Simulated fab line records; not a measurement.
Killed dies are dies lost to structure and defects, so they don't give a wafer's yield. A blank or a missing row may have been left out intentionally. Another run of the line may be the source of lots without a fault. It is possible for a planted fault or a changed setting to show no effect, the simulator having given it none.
Matching of chambers    flow nandHarc    4 sister chambers for NHARC_A_STAIRCASE_CMP_472 on cmp-01
The step polishes SiO2. 27 wafers are shown with their chamber, then 12 later ones without.

## WAFERS PAIRED WITH THEIR CHAMBERS
wafer   chamber  motorCurrentA (A)  slurryFlowMlMin
L074.1  3        12.9               149.5
L074.2  0        11.9               150.4
L074.3  2        11.1               150.2
L076.2  2        11.1               149.8
L076.4  0        11.5               150.1
L076.6  0        11.8               149.8
L077.2  2        11.3               149.3
L077.4  0        12.3               150.1
L077.5  2        11.2               150.1
L078.2  2        11.6               149.9
L078.4  1        11.7               150.5
L078.5  0        10.9               150.1
L081.1  2        11.3               150.2
L081.3  1        11.9               150.3
L081.5  0        11.7               150.0
L080.1  0        11.7               150.1
L080.5  1        11.5               150.6
L080.6  0        12.0               150.2
L083.1  1        12.0               150.4
L083.4  3        13.0               149.7
L083.6  3        13.5               149.2
L079.1  3        13.1               149.9
L079.2  1        11.3               150.5
L079.6  0        11.3               150.1
L088.1  0        11.8               150.1
L088.3  2        11.5               150.3
L088.4  3        12.6               150.4

SIGNATURES (averages over the wafers above)
reading          chamber 0  chamber 1  chamber 2  chamber 3  scatter within a chamber
motorCurrentA    11.690     11.680     11.300     13.020     0.318
slurryFlowMlMin  150.100    150.460    149.971    149.740    0.278
Rule: for each reading, subtract the chamber's mean from the wafer's reading, divide by that reading's scatter and square the result; add these up over the readings and take the root, which gives the wafer's distance from the chamber. The wafer belongs to the nearest chamber; if the next one is less than 2 further off, it can't be placed. The scatter: take each reading less its chamber's mean, square it, sum over the shown wafers, divide by the number of wafers less the number of chambers, and take the root.

## WAFERS WHOSE CHAMBER IS MISSING
wafer   motorCurrentA (A)  slurryFlowMlMin
L085.1  11.0               150.7
L085.3  11.8               149.8
L085.6  12.1               149.7
L090.2  12.1               150.6
L090.4  13.8               150.1
L090.5  11.6               149.1
L092.1  13.5               149.9
L092.3  11.7               150.4
L092.5  11.4               149.8
L095.2  11.6               150.6
L095.4  11.7               150.5
L095.6  11.6               149.4

## WHICH CHAMBER EACH ONE RAN IN
wafer   from the rows above                in truth
L085.1  can't be placed: 1 or 2 or 0       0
L085.3  can't be placed: 0 or 2 or 1       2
L085.6  can't be placed: 0 or 2 or 3 or 1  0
L090.2  can't be placed: 1 or 0 or 2       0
L090.4  3                                  3
L090.5  can't be placed: 2 or 0 or 1 or 3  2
L092.1  3                                  3
L092.3  can't be placed: 1 or 0 or 2       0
L092.5  can't be placed: 2 or 0 or 1       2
L095.2  can't be placed: 1 or 0 or 2       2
L095.4  can't be placed: 1 or 0            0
L095.6  can't be placed: 2 or 0 or 1       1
2 of 12 placed correctly. Not placeable from these rows: 10 (in 10, the candidates include the true chamber). Wrongly placed: 0.
